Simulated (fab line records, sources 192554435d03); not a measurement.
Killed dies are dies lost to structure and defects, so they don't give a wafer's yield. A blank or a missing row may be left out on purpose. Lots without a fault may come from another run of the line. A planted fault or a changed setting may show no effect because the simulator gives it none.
fab line records | flow n5_finfet
record lots=7 wafers=39
route steps=1938 shown FIN_SAQP@96 DUMMY_GATE@214 BEOL_M0_SAQP@637 BEOL_M3@934
start_h: hours from the record's first day to the start of the lot's first wafer shown | wait_h: hours since the lot's step before | " the same as in the row above | L1.1+2: a row that stands for several wafers | - no value, or no start given | * or withheld: withheld | < > ~ a bound
route shown NAME@n: a module of which the file shows steps, and the number in the route of the first | usual: mean/standard deviation of fault-free wafers | same: alike in all rows | chamber/n: place in a boat | sites: the reading at each site | _std_site: their standard deviation | _edge_site: outer sites' mean less inner sites' | radius_mm: how far each site lies from the wafer's centre | mask NAME#n: copy n | behind: the tool/chamber that last shaped the wafer | hold: why the lot was held/for how many hours/how that ended | device: the transistor (n, p or np) that didn't switch | end of line: the same wafers' tests at the end of the route | a step without rows: its recipe alone | killed: dies lost to structure and defects at the first sort, not the wafer's yield | map: a wafer's dies, x killed, . not, _ none there
set.NAME: the setting as run; set.NAME@STEP: as run at that earlier step | model.NAME: the simulator's own value behind a step, which no gauge read
lots whose settings were changed on purpose; a table a step, a row a wafer
## steps
# step N5_FIN_SAQP_HM_DEP_03
# recipe material=SiNx target_thk_a=380 temp_c=400 precursor=SiH4/NH3/N2 pressure_torr=1.5 rf_w=300 time_s=33.6
# columns lot.wafer tool chamber start_h wait_h set.time_s model.SiNx_of_FIN_SAQP_HM_DEP_03.thk_nm
L074.1 pecvd-04 2 21.86 0.2 33.6 38.37
L074.2 " 1 " " 33.6 37.76
L074.3 " 0 " " 33.6 37.84
L074.4 " 0 " " 51.47 58.53
L074.5 " 1 " " 51.47 58.17
L074.6 " 2 " " 51.47 59.25
L076.1 pecvd-02 1 33.38 0.2 33.6 38.18
L076.2 " 2 " " 33.6 37.44
L076.3 " 0 " " 33.6 38.08
L076.4 " 2 " " 33.6 38.69
L076.5 " 1 " " 33.6 38.29
L076.6 " 0 " " 33.6 38.35
L078.1 pecvd-02 0 44.88 0.2 33.6 37.92
L078.2 " 2 " " 23.75 27.02
L078.3 " 1 " " 23.75 26.73
L078.4 " 2 " " 33.6 38.13
L078.5 " 0 " " 33.6 38.45
L078.6 " 1 " " 23.75 27.72
L086.1 pecvd-04 0 96.00 0.2 19.33 21.01
L086.2 " 1 " " 19.33 20.6
L086.3 " 2 " " 19.33 21.4
L086.4 " 0 " " 33.6 37.82
L086.5 " 1 " " 33.6 37.05
L086.6 " 2 " " 33.6 38.12
L092.1 pecvd-03 2 128.58 0.2 33.6 37.48
L092.2 " 0 " " 33.6 37.29
L092.3 " 1 " " 48.37 54.04
L092.4 " 2 " " 33.6 37.91
L092.5 " 1 " " 48.37 55.06
L092.6 " 0 " " 48.37 54.97
L095.1 pecvd-02 0 146.89 0.2 40.2 44.57
L095.2 " 1 " " 40.2 44.76
L095.3 " 2 " " 33.6 37.41
L095.4 " 1 " " 33.6 37.31
L095.5 " 2 " " 33.6 38
L095.6 " 0 " " 40.2 45.33
L097.1 pecvd-03 2 160.18 0.2 33.6 36.75
L097.3 " 1 " " 33.6 37.8
L097.6 " 1 " " 33.6 38.15
# step N5_FIN_SAQP_THK_MEAS_05
# usual thk_nm=37.7/0.54
# columns lot.wafer tool chamber start_h wait_h set.time_s@FIN_SAQP_HM_DEP_03 thk_nm
L074.1 film_metro-01 - 21.94 0.1 33.6 38.3
L074.2 " - " " 33.6 37.7
L074.3 " - " " 33.6 37.9
L074.4 " - " " 51.47 58.5
L074.5 " - " " 51.47 58.2
L074.6 " - " " 51.47 59.3
L076.1 film_metro-02 - 33.47 0.1 33.6 38.2
L076.2 " - " " 33.6 37.4
L076.3 " - " " 33.6 38.0
L076.4 " - " " 33.6 38.6
L076.5 " - " " 33.6 38.2
L076.6 " - " " 33.6 38.4
L078.1 film_metro-01 - 44.97 0.1 33.6 37.9
L078.2 " - " " 23.75 27.0
L078.3 " - " " 23.75 26.8
L078.4 " - " " 33.6 38.1
L078.5 " - " " 33.6 38.5
L078.6 " - " " 23.75 27.8
L086.1 film_metro-02 - 96.09 0.1 19.33 21.0
L086.2 " - " " 19.33 20.6
L086.3 " - " " 19.33 21.4
L086.4 " - " " 33.6 37.8
L086.5 " - " " 33.6 37.0
L086.6 " - " " 33.6 38.1
L092.1 film_metro-02 - 128.66 0.1 33.6 37.5
L092.2 " - " " 33.6 37.3
L092.3 " - " " 48.37 54.0
L092.4 " - " " 33.6 37.9
L092.5 " - " " 48.37 55.1
L092.6 " - " " 48.37 55.0
L095.1 film_metro-01 - 146.99 0.1 40.2 44.5
L095.2 " - " " 40.2 44.8
L095.3 " - " " 33.6 37.4
L095.4 " - " " 33.6 37.3
L095.5 " - " " 33.6 38.0
L095.6 " - " " 40.2 45.3
L097.1 film_metro-01 - 160.29 0.1 33.6 36.7
L097.3 " - " " 33.6 37.8
L097.6 " - " " 33.6 38.1
# step N5_FIN_SAQP_PECVD_47
# recipe material=a-Si target_thk_a=450 temp_c=400 precursor=SiH4/He pressure_torr=3 rf_w=100 time_s=36.3
# step N5_FIN_SAQP_PECVD_48
# recipe material=SiNx target_thk_a=250 temp_c=400 precursor=SiH4/NH3/N2 pressure_torr=1.5 rf_w=300 time_s=22.1
# step N5_FIN_SAQP_MANDREL2_REMOVE_60
# recipe chemistry=HBr/Cl2/O2 bt_time_s=10 target=a-Si stop_on=SiNx endpoint=OES-SiCl over_etch_frac=1 icp_w=600 bias_w=22 HBr_flow_sccm=150 Cl2_flow_sccm=80 O2_flow_sccm=5 pressure_mtorr=10
# step N5_FIN_SAQP_HM_OPEN_33
# recipe chemistry=CH3F/O2 target=SiNx mask_material=SiO2 target_depth_a=494 time_s=70.6 pressure_mtorr=30 source_w=395 bias_w=73 Ar_flow_sccm=150 CH3F_flow_sccm=30 O2_flow_sccm=20 ion_energy_ev=120 ends=cleared
# usual etch_rf_on_time_s=68.2/1.9
# columns lot.wafer tool chamber start_h wait_h set.time_s@FIN_SAQP_HM_DEP_03 etch_rf_on_time_s model.etch.depth_nm
L074.1 rie_diel-03 2 26.51 0.0 33.6 71.1 37.58
L074.2 " 3 " " 33.6 69.1 37.13
L074.3 " 0 " " 33.6 68.3 37.21
L074.4 " 3 " " 51.47 108.9 57.89
L074.5 " 0 " " 51.47 106.1 57.55
L074.6 " 2 " " 51.47 110.7 58.61
L076.1 rie_diel-04 1 38.71 0.0 33.6 68.0 37.56
L076.2 " 2 " " 33.6 67.9 36.56
L076.3 " 0 " " 33.6 69.3 37.31
L076.4 " 1 " " 33.6 68.7 38.06
L076.5 " 0 " " 33.6 69.6 37.42
L076.6 " 2 " " 33.6 70.4 37.73
L078.1 rie_diel-04 0 49.24 0.0 33.6 69.6 37.29
L078.2 " 2 " " 23.75 48.5 26.24
L078.3 " 1 " " 23.75 47.1 26.11
L078.4 " 1 " " 33.6 67.9 37.48
L078.5 " 2 " " 33.6 70.4 37.81
L078.6 " 0 " " 23.75 50.1 27.09
L086.1 rie_diel-03 2 102.01 0.0 19.33 38.7 20.38
L086.2 " 1 " " 19.33 37.0 19.81
L086.3 " 0 " " 19.33 38.3 20.77
L086.4 " 3 " " 33.6 68.6 37.17
L086.5 " 0 " " 33.6 67.0 36.42
L086.6 " 3 " " 33.6 69.2 37.33
L092.1 rie_diel-02 0 133.68 0.0 33.6 68.8 36.83
L092.2 " 3 " " 33.6 68.8 36.66
L092.3 " 2 " " 48.37 94.8 53.25
L092.4 " 0 " " 33.6 69.8 37.28
L092.5 " 3 " " 48.37 102.0 54.43
L092.6 " 2 " " 48.37 97.0 54.34
L095.1 rie_diel-02 2 153.02 0.1 40.2 78.1 43.94
L095.2 " 3 " " 40.2 83.1 44
L095.3 " 0 " " 33.6 68.3 36.78
L095.4 " 1 " " 33.6 67.2 36.44
L095.5 " 2 " " 33.6 65.8 37.24
L095.6 " 1 " " 40.2 81.8 44.45
L097.1 rie_diel-02 3 169.26 0.0 33.6 66.9 36.1
L097.3 " 2 " " 33.6 65.2 37.17
L097.6 " 0 " " 33.6 69.7 37.52
# step N5_DUMMY_GATE_ALD_02
# recipe material=SiO2 target_thk_a=20 temp_c=300 ald_precursor_family=BDEAS ald_co_reactant=O2-plasma pulse_time_s=1 pressure_torr=2
# columns lot.wafer tool chamber start_h wait_h set.target_thk_a model.SiO2_of_DUMMY_GATE_ALD_02.thk_nm
L074.1+5+6 ald_sin-03 0,2,1 38.55 0.8 15.44 1.6
L074.2+3+4 " 1,3,2 " " 20 2
L076.1+2+5 ald_sin-01 0,3,2 50.44 0.0 20 2
L076.3+4+6 " 1,2,3 " " 28.02 2.8
L078.1+4+6 ald_sin-01 3,2,1 61.38 0.1 8.906 0.8
L078.2+3+5 " 0,1,0 " " 20 2
L086.1+2+6 ald_sin-01 0,1,3 112.84 0.2 20 2
L086.3+4+5 " 3,2,0 " " 16.87 1.6
L092.1+2+5 ald_sin-03 3,1,1 145.37 0.1 10.79 1
L092.3+4+6 " 0,2,0 " " 20 2
L095.1+2+3+4+5+6 ald_sin-03 1,0,2,3,2,1 165.39 0.9 20 2
L097.1+3+6 ald_sin-01 1,3,3 181.73 1.3 20 2
# step N5_DUMMY_GATE_CVD_03
# recipe material=a-Si target_thk_a=1500 temp_c=530 precursor=SiH4 time_s=8042
# step N5_DUMMY_GATE_PRECLEAN_46
# recipe chemistry=DIW time_s=89.5 temp_c=23
# step N5_DUMMY_GATE_ETCH_32
# recipe chemistry=CF4 target=SiO2 target_depth_a=35 time_s=3.9 ion_energy_ev=350 pressure_mtorr=10 icp_w=800 bias_w=400 cf4_flow_sccm=80
# step N5_DUMMY_GATE_ETCH_23
# recipe chemistry=HBr/Cl2/O2 HBr_flow_sccm=150 Cl2_flow_sccm=80 O2_flow_sccm=12 bias_w=102 target_depth_a=410 time_s=22.3 target=poly-Si mask_material=SiO2 pressure_mtorr=10 icp_w=800
# step N5_DUMMY_GATE_ETCH_44
# recipe chemistry=HBr/O2 over_etch_frac=0.7 target_depth_a=1275 stop_on=SiO2 ion_energy_ev=60 bias_w=20 target=poly-Si mask_material=SiO2 pressure_mtorr=20 icp_w=400 HBr_flow_sccm=120 O2_flow_sccm=10
# columns lot.wafer tool chamber start_h wait_h set.target_thk_a@DUMMY_GATE_ALD_02 model.SiO2_of_DUMMY_GATE_ALD_02.thk_nm
L074.1+5+6 rie_si-03 3,3,0 49.76 0.0 15.44 1.6
L074.2+3+4 " 1,0,2 " " 20 2
L076.1+2+5 rie_si-04 2,1,2 59.70 0.0 20 2
L076.3+4+6 " 0,0,1 " " 28.02 2.8
L078.1+4+6 rie_si-03 2,1,1 71.15 0.0 8.906 0
L078.2+3+5 " 0,3,2 " " 20 2
L086.1+2+6 rie_si-04 2,3,3 128.36 0.0 20 2
L086.3+4+5 " 0,1,0 " " 16.87 1.6
L092.1+2+5 rie_si-05 0,1,3 154.70 0.0 10.79 1
L092.3+4+6 " 3,2,2 " " 20 2
L095.1+2+3+4+5+6 rie_si-03 2,1,3,0,3,2 175.07 0.0 20 2
L097.1+3+6 rie_si-04 3,0,0 193.95 0.0 20 2
# step N5_BEOL_M0_SAQP_PECVD_97
# recipe material=SiNx target_thk_a=230 temp_c=350 precursor=SiH4/NH3/N2 pressure_torr=1.5 rf_w=300 time_s=19.9
# columns lot.wafer tool chamber start_h wait_h set.time_s model.SiNx_of_BEOL_M0_SAQP_PECVD_97.thk_nm
L074.1 pecvd-01 1 111.82 0.0 19.9 22.6
L074.2 " 2 " " 16.8 19.2
L074.3 " 0 " " 16.8 19.4
L074.4 " 1 " " 19.9 23
L074.5 " 2 " " 19.9 23.4
L074.6 " 0 " " 16.8 19.8
L076.1 pecvd-04 1 120.18 0.0 29.5 34.2
L076.2 " 2 " " 19.9 22.8
L076.3 " 0 " " 29.5 34
L076.4+6 " 0,2 " " 19.9 23.2
L076.5 " 1 " " 29.5 34.8
L078.1 pecvd-04 1 132.28 0.1 19.9 23
L078.2+6 " 1 " " 23.65 27.8
L078.3+5 " 1 " " 19.9 23.4
L078.4 " 1 " " 23.65 27.4
L095.1 pecvd-03 2 233.93 0.0 19.9 22.6
L095.2+5 " 1,2 " " 19.9 23
L095.3 " 0 " " 31.75 36.4
L095.4 " 0 " " 31.75 37
L095.6 " 1 " " 31.75 37.2
L092.1+3 pecvd-03 0,2 234.69 0.0 19.9 22.8
L092.2 " 1 " " 15.43 17.6
L092.4 " 2 " " 19.9 23
L092.5+6 " 1,0 " " 15.43 18.2
L086.1+6 pecvd-01 0,1 235.24 0.0 24.57 28.6
L086.2 " 1 " " 19.9 23
L086.3 " 0 " " 19.9 23.8
L086.4 " 1 " " 19.9 23.4
L086.5 " 0 " " 24.57 28.8
L097.1 pecvd-01 0 254.11 0.0 19.9 23
L097.3 " 2 " " 19.9 22.8
L097.6 " 0 " " 19.9 23.4
# step N5_BEOL_M3_HM_DEP_02
# recipe material=TiN target_thk_a=200 temp_c=25 chamber_pressure_pa=0.49996
# columns lot.wafer tool chamber start_h wait_h set.target_thk_a model.TiN_of_BEOL_M3_HM_DEP_02.thk_nm
L074.1+5 pvd_sputter-02 - 144.44 1.0 270.8 27.2
L074.2 " - " " 270.8 27
L074.3+6 " - " " 200 19.8
L074.4 " - " " 200 20.2
L076.1+6 pvd_sputter-03 - 156.05 0.6 200 20.2
L076.2 " - " " 239.9 24.6
L076.3 " - " " 239.9 24.2
L076.4 " - " " 239.9 24
L076.5 " - " " 200 20.6
L078.1 pvd_sputter-01 - 168.63 0.3 200 19.8
L078.2+3+4 " - " " 273.9 27.4
L078.5+6 " - " " 200 20
L095.1+6 pvd_sputter-03 - 266.47 1.9 200 20
L095.2 " - " " 269.5 27.4
L095.3 " - " " 269.5 27
L095.4 " - " " 269.5 27.2
L095.5 " - " " 200 20.2
L092.1 pvd_sputter-03 - 272.19 1.5 271.6 27.2
L092.2 " - " " 200 20.4
L092.3+6 " - " " 200 20.2
L092.4+5 " - " " 271.6 27.6
L086.1+3+5 pvd_sputter-03 - 294.28 3.4 200 20.2
L086.2 " - " " 260.2 26
L086.4 " - " " 260.2 26.2
L086.6 " - " " 260.2 25.8
L097.1 pvd_sputter-01 - 301.66 1.4 200 20
L097.3+6 " - " " 200 20.2
# step N5_BEOL_M3_COAT_61
# recipe resist=SOC temp_c=250 time_s=60 spin_rpm=1500 resist_thk_nm=60
# step N5_BEOL_M3_COAT_62
# recipe resist=SiARC temp_c=220 time_s=60 spin_rpm=1500 resist_thk_nm=12
# step N5_BEOL_M3_STRIP_75
# recipe chemistry=N2/H2 temp_c=40 n2_flow_sccm=200 h2_flow_sccm=200 rf_frequency_hz=6e+07
# step N5_BEOL_M3_STRIP_66
# recipe chemistry=CF4 resist=SiARC power_w=300 bias_power_w=75 pressure_mtorr=50 cf4_flow_sccm=150 rf_frequency_hz=6e+07
# step N5_BEOL_M3_HM_OPEN_17
# recipe chemistry=Cl2/BCl3 target_depth_a=200 overetch_a=60 target=TiN mask_material=SOC ion_energy_ev=150 pressure_mtorr=10 icp_w=1000 bias_w=126 Cl2_flow_sccm=53.25 bcl3_flow_sccm=21.75 Ar_flow_sccm=25
# columns lot.wafer tool chamber start_h wait_h set.target_thk_a@BEOL_M3_HM_DEP_02 model.etch.depth_nm
L074.1 rie_metal-02 1 145.37 0.0 270.8 27.01
L074.2 " 0 " " 270.8 26.14
L074.3 " 0 " " 200 19.78
L074.4 " 1 " " 200 20.12
L074.5 " 1 " " 270.8 26.89
L074.6 " 0 " " 200 19.85
L076.1 rie_metal-03 1 156.95 0.0 200 20.23
L076.2 " 0 " " 239.9 24.55
L076.3 " 0 " " 239.9 24.21
L076.4 " 1 " " 239.9 24.03
L076.5 " 1 " " 200 20.59
L076.6 " 0 " " 200 20.27
L078.1 rie_metal-03 0 170.08 0.0 200 19.82
L078.2 " 1 " " 273.9 26.97
L078.3 " 0 " " 273.9 25.38
L078.4 " 1 " " 273.9 27.13
L078.5 " 1 " " 200 20.09
L078.6 " 0 " " 200 20.03
L095.1 rie_metal-03 0 267.41 0.0 200 20.06
L095.2 " 1 " " 269.5 27.31
L095.3 " 1 " " 269.5 27.02
L095.4 " 0 " " 269.5 25.58
L095.5 " 1 " " 200 20.2
L095.6 " 0 " " 200 19.97
L092.1 rie_metal-03 1 273.07 0.0 271.6 27.21
L092.2 " 0 " " 200 20.35
L092.3 " 0 " " 200 20.2
L092.4 " 1 " " 271.6 27.22
L092.5 " 0 " " 271.6 25.2
L092.6 " 1 " " 200 20.29
L086.1 rie_metal-01 0 295.16 0.0 200 20.29
L086.2 " 1 " " 260.2 25.99
L086.3 " 0 " " 200 20.17
L086.4 " 1 " " 260.2 26.23
L086.5 " 0 " " 200 20.12
L086.6 " 1 " " 260.2 25.87
L097.1 rie_metal-01 0 302.54 0.0 200 19.94
L097.3 " 1 " " 200 20.17
L097.6 " 0 " " 200 20.26
## key
split step=N5_FIN_SAQP_HM_DEP_03 setting=time_s stated=33.6 by=wafer
response step=N5_FIN_SAQP_HM_DEP_03 reading=model.SiNx_of_FIN_SAQP_HM_DEP_03.thk_nm change=+0.387 per=1% r=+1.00
response step=N5_FIN_SAQP_THK_MEAS_05 reading=thk_nm change=* per=1% r=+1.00
response step=N5_FIN_SAQP_HM_OPEN_33 reading=etch_rf_on_time_s change=* per=1% r=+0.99
response step=N5_FIN_SAQP_HM_OPEN_33 reading=model.etch.depth_nm change=+0.388 per=1% r=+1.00
split step=N5_DUMMY_GATE_ALD_02 setting=target_thk_a stated=20 by=wafer
response step=N5_DUMMY_GATE_ALD_02 reading=model.SiO2_of_DUMMY_GATE_ALD_02.thk_nm change=+0.0211 per=1% r=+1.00
response step=N5_DUMMY_GATE_ETCH_44 reading=model.SiO2_of_DUMMY_GATE_ALD_02.thk_nm change=+0.027 per=1% r=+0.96
split step=N5_BEOL_M0_SAQP_PECVD_97 setting=time_s stated=19.9 by=wafer
response step=N5_BEOL_M0_SAQP_PECVD_97 reading=model.SiNx_of_BEOL_M0_SAQP_PECVD_97.thk_nm change=+0.232 per=1% r=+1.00
split step=N5_BEOL_M3_HM_DEP_02 setting=target_thk_a stated=200 by=wafer
response step=N5_BEOL_M3_HM_DEP_02 reading=model.TiN_of_BEOL_M3_HM_DEP_02.thk_nm change=+0.201 per=1% r=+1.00
response step=N5_BEOL_M3_HM_OPEN_17 reading=model.etch.depth_nm change=+0.185 per=1% r=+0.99
